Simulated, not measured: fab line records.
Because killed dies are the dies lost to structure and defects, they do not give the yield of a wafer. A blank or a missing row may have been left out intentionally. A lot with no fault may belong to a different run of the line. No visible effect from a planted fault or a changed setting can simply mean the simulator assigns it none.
fab line records | flow nandHarc | part 1 of 2: steps 1 to 22 of 34
record: lots: 5 wafers: 15 lastDay: 31
route steps=1302 shown A_STAIRCASE@824
lots untouched by any fault: they come from a run of this same line in which no faults occurred
startH: the number of hours between the record's first day and the start of the first shown wafer of the lot | waitH: time in hours since the lot's previous step | " the same as in the row above | L1.1+2: a single row standing in for several wafers | - no value, or no start given | * or withheld: withheld | < > ~ a bound
route shown NAME@n: a module of which the file shows steps, and the number in the route of the first | usual: mean/standard deviation taken from wafers without a fault | same: alike in all rows | chamber/n: place in a boat | sites: readings site by site | _std_site: standard deviation across them | _edge_site: mean of outer sites minus mean of inner sites | radiusMm: for every site, how far away it sits from the centre of the wafer | mask NAME#n: copy n | behind: the tool/chamber that last shaped the wafer | hold: why the lot went on hold/how many hours it stayed there/how the hold came to an end | device: the n, p or np transistor that did not switch | end of line: tests run on the same wafers once the route is complete | a step with no rows: only its recipe | killed: count of dies lost to structure and defects at first sort (not the wafer's yield) | map: a wafer's dies, marking killed ones x, the rest . and places with no die _
set.NAME: setting as actually run; set.NAME@STEP: the setting as run at that earlier step | model.NAME: the simulator's own value behind a step, which no gauge read
certain route steps with their lots: each step a table, each wafer a row
services: the hour from which a tool's chamber was out of use, counted from the record's first day as startH (under 0 if before that day), plus the number of hours and why
== steps ==
step: NHARC_A_STAIRCASE_EBR_306
usual: resistLineTempC: 23.02/0.11
columns lot.wafer tool chamber startH waitH resistLineTempC
L074.1 lithoTrack-02 0 - - 23.33
L074.4 " 0 " " 23.30
L074.6 " 0 " " 23.22
L083.3 lithoTrack-07 0 - - 23.00
L083.5 " 0 " " 23.13
L083.6 " 0 " " 23.03
L089.1 lithoTrack-02 0 - - 23.01
L089.2 " 0 " " 23.05
L089.3 " 0 " " 22.93
L090.2 lithoTrack-07 0 - - 23.11
L090.4 " 0 " " 23.17
L090.6 " 0 " " 23.13
L092.2 lithoTrack-02 0 - - 22.93
L092.3 " 0 " " 22.85
L092.4 " 0 " " 23.06
step: NHARC_A_STAIRCASE_EXPOSE_307
recipe: na: 0.5 doseMj: 45.72 maskId: CHOP_50
columns lot.wafer tool chamber startH waitH mask
L074.1+4+6 krfScanner-04 0 399.93 - CHOP_50#0
L083.3+5+6 krfScanner-03 0 501.26 - CHOP_50#0
L089.1+2+3 krfScanner-01 0 532.32 - CHOP_50#0
L090.2+4+6 krfScanner-04 0 540.57 - CHOP_50#0
L092.2+3+4 krfScanner-03 0 559.84 - CHOP_50#0
step: NHARC_A_STAIRCASE_PEB_308
recipe: pebTempC: 115 pebTimeS: 130
usual: resistLineTempC: 23.02/0.091
columns lot.wafer tool chamber startH waitH resistLineTempC
L074.1 lithoTrack-07 0 399.99 0.1 23.17
L074.4 " 0 " " 23.02
L074.6 " 0 " " 22.94
L083.3 lithoTrack-07 0 501.32 0.1 22.96
L083.5 " 0 " " 22.94
L083.6 " 0 " " 23.04
L089.1 lithoTrack-05 0 532.38 0.1 23.09
L089.2 " 0 " " 23.04
L089.3 " 0 " " 23.23
L090.2 lithoTrack-02 0 540.63 0.1 23.08
L090.4 " 0 " " 23.00
L090.6 " 0 " " 23.09
L092.2 lithoTrack-05 0 559.90 0.1 22.93
L092.3 " 0 " " 22.94
L092.4 " 0 " " 22.95
step: NHARC_A_STAIRCASE_DEVELOP_309
recipe: timeS: 140
usual: resistLineTempC: 23.02/0.095
columns lot.wafer tool chamber startH waitH resistLineTempC
L074.1 lithoTrack-07 0 - - 23.06
L074.4 " 0 " " 23.14
L074.6 " 0 " " 23.01
L083.3 lithoTrack-07 0 - - 23.01
L083.5 " 0 " " 22.99
L083.6 " 0 " " 22.98
L089.1 lithoTrack-05 0 - - 23.03
L089.2 " 0 " " 23.15
L089.3 " 0 " " 23.15
L090.2 lithoTrack-02 0 - - 23.24
L090.4 " 0 " " 23.17
L090.6 " 0 " " 22.95
L092.2 lithoTrack-05 0 - - 23.11
L092.3 " 0 " " 22.96
L092.4 " 0 " " 22.93
step: NHARC_A_STAIRCASE_HARDBAKE_311
recipe: tempC: 120 timeS: 140
usual: resistLineTempC: 23.03/0.086
columns lot.wafer tool chamber startH waitH resistLineTempC
L074.1 lithoTrack-05 0 400.21 - 22.98
L074.4 " 0 " " 22.95
L074.6 " 0 " " 23.11
L083.3 lithoTrack-05 0 501.54 - 23.03
L083.5 " 0 " " 23.19
L083.6 " 0 " " 22.83
L089.1 lithoTrack-07 0 532.61 - 22.90
L089.2 " 0 " " 23.03
L089.3 " 0 " " 23.01
L090.2 lithoTrack-05 0 540.86 - 22.88
L090.4 " 0 " " 22.97
L090.6 " 0 " " 23.16
L092.2 lithoTrack-07 0 560.14 - 22.94
L092.3 " 0 " " 23.05
L092.4 " 0 " " 22.89
step: NHARC_A_STAIRCASE_DESCUM_312
recipe: timeS: 3 o2FlowSccm: 200 arFlowSccm: 0 biasPowerW: 0 chemistry: O2
usual: drypumpMotorCurrentA: 5.7/0.55 oesProductAu: 0.999/0.011 rfVppV: 57.6/0.76 showerheadPlenumPTorr: 1.87/0.072 throttleValvePct: 11.311/0.0087
columns lot.wafer tool chamber startH waitH drypumpMotorCurrentA oesProductAu rfHoursCounterH rfVppV showerheadPlenumPTorr throttleValvePct
L074.1 rieDiel-06 1 400.31 - 6.1 1.013 18 58.8 1.93 11.298
L074.4 " 3 " " 5.4 0.998 18 59.0 1.88 11.312
L074.6 " 1 " " 6.1 1.007 - 59.3 1.93 11.319
L083.3 rieDiel-06 2 501.65 - 5.9 0.988 3 58.4 1.80 11.310
L083.6 " 3 " " 5.4 0.979 - 58.3 1.88 11.304
L083.5 " 0 " " 6.8 1.000 - 56.7 1.85 11.318
L089.3 rieDiel-01 2 532.70 - 4.8 1.015 47 57.7 1.87 11.307
L089.1 " 3 " " 6.2 1.000 46 57.4 1.87 11.302
L089.2 " 0 " " 6.7 1.001 48 58.2 1.97 11.310
L090.2 rieDiel-06 1 540.95 - 6.1 0.999 20 58.4 1.92 11.304
L090.4 " 0 " " 6.8 1.000 20 58.6 1.85 11.311
L090.6 " 2 " " 5.8 0.995 - 58.1 1.80 11.305
L092.2 rieDiel-10 3 560.23 - 5.3 1.006 42 57.6 2.01 11.312
L092.3 " 0 " " 5.4 1.010 37 57.8 1.84 11.310
L092.4 " 2 " " 5.1 1.006 40 56.5 1.81 11.322
step: NHARC_A_STAIRCASE_ETCH_313
recipe: cf4FlowSccm: 100 chf3FlowSccm: 30 arFlowSccm: 0 rfW: 500 biasW: 200 chemistry: CF4/CHF3
usual: drypumpMotorCurrentA: 5.8/0.55 oesProductAu: 0.936/0.018 rfVppV: 369.4/2.2 showerheadPlenumPTorr: 1.53/0.055 throttleValvePct: 16.802/0.0094
columns lot.wafer tool chamber startH waitH drypumpMotorCurrentA oesProductAu rfHoursCounterH rfVppV showerheadPlenumPTorr throttleValvePct
L074.4 rieDiel-06 3 400.40 0.1 5.4 0.916 18 370.8 1.55 16.801
L074.1 " 0 " " 6.8 0.919 13 369.7 1.53 16.773
L074.6 " 0 " " 6.8 0.905 - 368.6 1.53 16.803
L083.3 rieDiel-06 1 501.73 0.1 6.2 0.969 3 370.5 1.58 16.812
L083.6 " 3 " " 5.5 0.934 - 369.9 1.54 16.795
L083.5 " 0 " " 6.8 0.946 - 368.8 1.53 16.806
L089.3 rieDiel-01 3 532.78 0.1 6.1 0.955 46 370.0 1.54 16.822
L089.2 " 1 " " 6.4 0.975 51 369.5 1.49 16.800
L089.1 " 2 " " 4.8 0.973 47 369.6 1.54 16.804
L090.2 rieDiel-06 2 541.05 0.1 5.9 0.947 20 366.4 1.48 16.806
L090.4 " 3 " " 5.4 0.960 20 368.7 1.54 16.788
L090.6 " 1 " " 6.1 0.954 - 371.7 1.58 16.802
L092.4 rieDiel-10 1 560.31 0.1 5.8 0.929 41 367.6 1.47 16.800
L092.2 " 2 " " 5.1 0.932 40 369.2 1.49 16.824
L092.3 " 3 " " 5.3 0.928 42 374.6 1.65 16.790
step: NHARC_A_STAIRCASE_HM_OPEN_463
recipe: o2FlowSccm: 400 cosFlowSccm: 20 arFlowSccm: 0 rfW: 500 biasW: 300 chemistry: O2/COS
usual: drypumpMotorCurrentA: 5.8/0.54 oesProductAu: 1.001/0.0097 rfVppV: 465.6/2.5 showerheadPlenumPTorr: 3.05/0.11 throttleValvePct: 28.331/0.0095
columns lot.wafer tool chamber startH waitH drypumpMotorCurrentA oesProductAu rfHoursCounterH rfVppV showerheadPlenumPTorr throttleValvePct
L074.4 rieDiel-06 2 - - 5.9 0.996 18 462.6 2.96 28.328
L074.1 " 0 " " 6.8 0.985 13 465.3 3.04 28.338
L074.6 " 3 " " 5.5 0.996 - 466.9 3.07 28.343
L083.3 rieDiel-06 2 - - 5.9 0.999 3 464.5 2.95 28.338
L083.5 " 1 " " 6.2 0.991 - 466.0 3.14 28.333
L083.6 " 2 " " 5.9 0.997 - 463.5 2.95 28.333
L089.3 rieDiel-01 2 - - 4.8 1.017 47 466.1 3.06 28.329
L089.2 " 3 " " 6.2 1.010 46 465.3 3.06 28.327
L089.1 " 0 " " 6.7 1.010 48 469.5 3.20 28.337
L090.2 rieDiel-06 2 - - 5.9 1.000 20 462.8 2.94 28.313
L090.4 " 3 " " 5.4 0.987 20 464.7 3.06 28.339
L090.6 " 3 " " 5.4 0.999 - 466.0 3.06 28.317
L092.3 rieDiel-10 2 - - 5.1 1.015 40 462.2 2.96 28.341
L092.2 " 3 " " 5.4 1.010 42 470.9 3.27 28.353
L092.4 " 0 " " 5.4 1.018 38 464.9 3.01 28.326
step: NHARC_A_STAIRCASE_STRIP_464
recipe: o2FlowSccm: 400 cosFlowSccm: 20 arFlowSccm: 0 biasW: 0 chemistry: O2/COS
columns lot.wafer tool chamber startH waitH
L074.4+1+6 rieDiel-06 0,1,3 - -
L083.3+5+6 rieDiel-06 2,2,3 - -
L089.2+3+1 rieDiel-01 3,0,2 - -
L090.4+2+6 rieDiel-06 1,3,2 - -
L092.3+4+2 rieDiel-10 3,1,2 - -
step: NHARC_A_STAIRCASE_ETCH_453
recipe: targetDepthA: 300 overetchA: 30 timeS: 16.5 ionEnergyEv: 100 cf4FlowSccm: 80 o2FlowSccm: 20 arFlowSccm: 0 rfW: 300 biasW: 100 chemistry: CF4/O2
usual: drypumpMotorCurrentA: 5.8/0.56 oesProductAu: 1.002/0.0092 rfVppV: 197.3/1.3 showerheadPlenumPTorr: 1.30/0.048 throttleValvePct: 13.397/0.0097
columns lot.wafer tool chamber startH waitH drypumpMotorCurrentA oesProductAu rfHoursCounterH rfVppV showerheadPlenumPTorr throttleValvePct
L074.4 rieDiel-06 2 - - 5.8 1.010 18 197.1 1.26 13.402
L074.1 " 3 " " 5.4 0.995 18 197.0 1.31 13.381
L074.6 " 2 " " 5.8 1.007 - 194.8 1.26 13.392
L083.3 rieDiel-06 0 - - 6.8 0.995 3 196.7 1.29 13.391
L083.6 " 3 " " 5.4 0.986 - 196.5 1.31 13.391
L083.5 " 0 " " 6.8 0.998 - 197.1 1.29 13.406
L089.3 rieDiel-01 3 - - 6.2 0.994 46 197.7 1.31 13.401
L089.1 " 1 " " 6.3 1.006 51 197.4 1.26 13.398
L089.2 " 2 " " 4.7 1.001 47 196.9 1.31 13.398
L090.2 rieDiel-06 0 - - 6.8 0.998 20 195.8 1.29 13.385
L090.4 " 1 " " 6.1 0.999 20 198.2 1.34 13.387
L090.6 " 0 " " 6.8 0.995 - 197.9 1.29 13.394
L092.3 rieDiel-10 2 - - 5.1 1.006 40 196.3 1.27 13.393
L092.4 " 3 " " 5.4 1.008 42 198.0 1.40 13.402
L092.2 " 1 " " 5.8 1.001 41 195.5 1.24 13.400
step: NHARC_A_STAIRCASE_ETCH_315
recipe: targetDepthA: 25000 timeS: 607.1 ionEnergyEv: 800 c4f8FlowSccm: 80 o2FlowSccm: 60 arFlowSccm: withheld rfW: 600 biasW: 3000 chemistry: C4F8/O2/Ar
usual: oesProductAu: 0.933/0.01 rfVppV: 1821/9.1
columns lot.wafer tool chamber startH waitH oesProductAu rfHoursCounterH rfVppV
L074.1 rieDiel-06 2 - - 0.937 18 1815
L074.4 " 3 " " 0.925 18 1822
L074.6 " 1 " " 0.936 - 1828
L083.3 rieDiel-06 0 - - 0.944 3 1818
L083.6 " 2 " " 0.922 - 1812
L083.5 " 3 " " 0.924 - 1821
L089.3 rieDiel-01 3 - - 0.941 46 1821
L089.2 " 1 " " 0.957 51 1814
L089.1 " 2 " " 0.943 47 1820
L090.4 rieDiel-06 2 - - 0.924 21 1810
L090.2 " 3 " " 0.933 20 1822
L090.6 " 1 " " 0.928 - 1827
L092.4 rieDiel-10 2 - - 0.947 40 1813
L092.2 " 0 " " 0.941 38 1818
L092.3 " 1 " " 0.940 41 1810
step: NHARC_A_STAIRCASE_STRIP_316
recipe: o2FlowSccm: 500 arFlowSccm: 0 biasW: 0 chemistry: O2
usual: drypumpMotorCurrentA: 5.8/0.56 oesProductAu: 1.000/0.0095 rfVppV: 57.6/0.86 showerheadPlenumPTorr: 3.44/0.12 throttleValvePct: 17.036/0.0085
columns lot.wafer tool chamber startH waitH drypumpMotorCurrentA oesProductAu rfHoursCounterH rfVppV showerheadPlenumPTorr throttleValvePct
L074.1 rieDiel-06 2 - - 5.9 1.011 18 55.7 3.34 17.032
L074.4 " 3 " " 5.4 1.002 18 57.6 3.47 17.035
L074.6 " 2 " " 5.9 1.000 - 57.5 3.34 17.035
L083.3 rieDiel-06 1 - - 6.2 0.992 4 56.9 3.55 17.041
L083.6 " 0 " " 6.8 0.991 - 57.5 3.42 17.052
L083.5 " 1 " " 6.2 0.998 - 58.1 3.55 17.026
L089.3 rieDiel-01 2 - - 4.8 1.012 47 58.7 3.46 17.019
L089.2 " 3 " " 6.2 0.999 46 58.3 3.46 17.038
L089.1 " 1 " " 6.3 1.005 52 56.4 3.34 17.036
L090.2 rieDiel-06 0 - - 6.8 0.997 20 56.8 3.42 17.029
L090.4 " 3 " " 5.5 0.989 20 58.3 3.45 17.019
L090.6 " 0 " " 6.8 0.988 - 57.5 3.41 17.031
L092.4 rieDiel-10 2 - - 5.1 1.008 40 57.1 3.35 17.052
L092.3 " 3 " " 5.4 1.016 42 57.1 3.69 17.052
L092.2 " 0 " " 5.4 1.002 38 57.0 3.41 17.028
step: NHARC_A_STAIRCASE_STRIP_317
recipe: timeS: 900 tempC: 130 chemistry: SPM
columns lot.wafer tool chamber startH waitH
L074.1+4+6 wetBench-09 7,0,1 401.66 -
L083.5+6+3 wetBench-04 0,2,4 502.97 -
L089.2+1+3 wetBench-01 2,3,5 534.05 -
L090.6+4+2 wetBench-09 1,3,5 542.63 -
L092.3+2+4 wetBench-01 4,5,6 561.57 -
step: NHARC_A_STAIRCASE_PRECLEAN_318
recipe: timeS: * tempC: 50 bathAgeMin: 0 chemistry: SC1
usual: nh4ohFlowMLMin: 28.30/0.097
columns lot.wafer tool chamber startH waitH nh4ohFlowMLMin
L074.1 wetBench-09 7 - - 28.26
L074.4 " 0 " " 28.38
L074.6 " 1 " " 28.46
L083.5 wetBench-04 0 - - 28.53
L083.6 " 2 " " 28.29
L083.3 " 4 " " 28.26
L089.2 wetBench-01 2 - - 28.39
L089.1 " 3 " " 28.45
L089.3 " 5 " " 28.37
L090.6 wetBench-09 1 - - 28.33
L090.4 " 3 " " 28.44
L090.2 " 5 " " 28.41
L092.3 wetBench-01 4 - - 28.29
L092.2 " 5 " " 28.21
L092.4 " 6 " " 28.27
step: NHARC_A_STAIRCASE_SRD_329
columns lot.wafer tool chamber startH waitH
L074.1+4+6 wetBench-09 7,0,1 - -
L083.5+6+3 wetBench-04 0,2,4 - -
L089.2+1+3 wetBench-01 2,3,5 - -
L090.6+4+2 wetBench-09 1,3,5 - -
L092.3+2+4 wetBench-01 4,5,6 - -
step: NHARC_A_STAIRCASE_ALD_415
recipe: targetThkA: 300 pulseTimeS: 6 aldCycles: 300 tempC: 300 material: SiO2
usual: heaterPowerW: 482/47 precursorPulseHeightRel: 1.001/0.019
columns lot.wafer tool chamber startH waitH heaterPowerW precursorPulseHeightRel sinceWetCleanH
L074.1 aldHk-01 2 402.17 0.1 445 1.026 95
L074.4 " 0 " " 442 1.010 95
L074.6 " 2 " " 452 1.001 -
L083.3 aldHk-04 0 503.50 0.1 511 0.996 61
L083.6 " 0 505.33 1.9 528 0.996 -
L083.5 " 1 " " 466 0.971 -
L089.3 aldHk-01 0 534.57 0.1 421 0.964 49
L089.1 " 1 " " 453 1.027 49
L089.2 " 3 " " 528 0.979 50
L090.4 aldHk-04 0 543.38 0.3 529 1.002 101
L090.2 " 1 " " 460 0.970 102
L090.6 " 0 " " 529 1.000 -
L092.2 aldHk-04 2 562.09 0.1 472 0.967 120
L092.4 " 3 " " 402 0.983 120
L092.3 " 0 " " 512 1.007 121
step: NHARC_A_STAIRCASE_ETCHBACK_416
recipe: targetDepthA: 360 timeS: 7.2 c4f8FlowSccm: withheld o2FlowSccm: 8 arFlowSccm: withheld rfW: 600 biasW: 800 chemistry: C4F8/O2/Ar
usual: oesProductAu: 0.929/0.017 rfVppV: 721/3.7
columns lot.wafer tool chamber startH waitH oesProductAu rfHoursCounterH rfVppV
L074.1 rieDiel-01 2 - - 0.933 4 722
L074.4 " 0 " " 0.935 6 727
L074.6 " 3 " " 0.916 - 722
L083.3 rieDiel-01 3 506.97 3.0 0.917 34 722
L083.5 " 1 " " 0.922 - 719
L083.6 " 2 " " 0.930 - 720
L089.2 rieDiel-06 3 - - 0.913 19 720
L089.1 " 1 " " 0.913 19 722
L089.3 " 2 " " 0.919 19 718
L090.4 rieDiel-10 2 - - 0.928 36 718
L090.2 " 0 " " 0.931 35 720
L090.6 " 2 " " 0.935 - 718
L092.4 rieDiel-10 2 - - 0.932 44 718
L092.3 " 0 " " 0.938 40 720
L092.2 " 1 " " 0.923 43 715
step: NHARC_A_STAIRCASE_STRIP_476
recipe: timeS: 20 o2FlowSccm: 500 arFlowSccm: 0 biasW: 0 chemistry: O2
usual: drypumpMotorCurrentA: 5.8/0.57 oesProductAu: 1.002/0.0095 rfVppV: 57.7/0.92 showerheadPlenumPTorr: 3.46/0.13 throttleValvePct: 17.037/0.009
columns lot.wafer tool chamber startH waitH drypumpMotorCurrentA oesProductAu rfHoursCounterH rfVppV showerheadPlenumPTorr throttleValvePct
L074.1 rieDiel-01 2 404.33 0.1 4.8 1.000 4 56.4 3.48 17.032
L074.4 " 1 " " 6.4 1.012 4 57.2 3.37 17.046
L074.6 " 3 " " 6.2 0.990 - 58.9 3.48 17.041
L083.3 rieDiel-01 3 507.05 0.1 6.2 1.017 35 57.4 3.46 17.030
L083.5 " 0 " " 6.7 1.003 - 56.4 3.63 17.050
L083.6 " 1 " " 6.4 1.009 - 56.7 3.35 17.032
L089.3 rieDiel-06 2 536.75 0.1 5.9 0.992 19 56.7 3.33 17.036
L089.2 " 3 " " 5.5 0.979 19 58.2 3.45 17.041
L089.1 " 1 " " 6.1 1.008 19 57.1 3.54 17.021
L090.4 rieDiel-10 1 545.48 0.1 5.8 0.992 38 57.0 3.30 17.033
L090.2 " 2 " " 5.1 1.001 36 56.5 3.35 17.048
L090.6 " 0 " " 5.3 1.004 - 57.5 3.41 17.038
L092.2 rieDiel-10 2 566.96 0.1 5.1 1.013 44 57.8 3.35 17.045
L092.4 " 3 " " 5.4 1.011 46 58.1 3.69 17.033
L092.3 " 0 " " 5.4 1.023 40 58.3 3.41 17.038
step: NHARC_A_STAIRCASE_DEP_417
recipe: targetThkA: 600 stepCoveragePct: 20 tempC: 400 targetThkNm: 60 flowSccm: 200 rfW: 450 material: Si3N4
usual: heaterPowerW: 736/72
columns lot.wafer tool chamber startH waitH heaterPowerW sinceWetCleanH
L074.1 pecvd-01 0 404.60 - 813 80
L074.4 " 1 " " 615 -
L074.6 " 2 " " 645 -
L083.3 pecvd-01 0 507.13 - 852 2
L083.5 " 0 " " 891 -
L083.6 " 1 " " 657 -
L089.3 pecvd-02 2 536.84 - 660 115
L089.1 " 0 " " 714 115
L089.2 " 1 " " 760 115
L090.2 pecvd-02 1 545.68 - 712 124
L090.4 " 2 " " 757 -
L090.6 " 0 " " 793 -
L092.3 pecvd-02 0 567.10 - 713 146
L092.2 " 1 " " 665 146
L092.4 " 1 " " 666 -
step: NHARC_A_STAIRCASE_WET_418
recipe: tempC: 160 targetDepthA: 200 chemistry: H3PO4
columns lot.wafer tool chamber startH waitH
L074.1+4+6 wetH3po4-01 0 406.51 -
L083.3+5+6 wetH3po4-01 0 509.13 -
L089.1+2+3 wetH3po4-01 0 538.84 -
L090.2+4+6 wetH3po4-01 1 547.68 -
L092.2+3+4 wetH3po4-02 1 569.05 -
step: NHARC_A_STAIRCASE_PRECLEAN_419
recipe: timeS: * tempC: 50 bathAgeMin: 0 chemistry: SC1
usual: nh4ohFlowMLMin: 28.29/0.1
columns lot.wafer tool chamber startH waitH nh4ohFlowMLMin
L074.6 wetBench-01 7 407.09 0.0 28.38
L074.1 " 0 " " 28.24
L074.4 " 1 " " 28.34
L083.6 wetBench-04 5 509.71 0.0 28.35
L083.5 " 6 " " 28.38
L083.3 " 2 " " 28.30
L089.2 wetBench-09 4 539.41 0.0 28.30
L089.3 " 6 " " 28.33
L089.1 " 7 " " 28.47
L090.6 wetBench-09 0 548.25 0.0 28.36
L090.4 " 2 " " 28.19
L090.2 " 3 " " 28.35
L092.4 wetBench-09 6 569.62 0.0 28.22
L092.3 " 7 " " 28.13
L092.2 " 1 " " 28.26
step: NHARC_A_STAIRCASE_SRD_421
columns lot.wafer tool chamber startH waitH
L074.6+1+4 wetBench-01 7,0,1 407.13 0.0
L083.6+5+3 wetBench-04 5,6,2 - -
L089.2+3+1 wetBench-09 4,6,7 - -
L090.6+4+2 wetBench-09 0,2,3 - -
L092.4+3+2 wetBench-09 6,7,1 - -
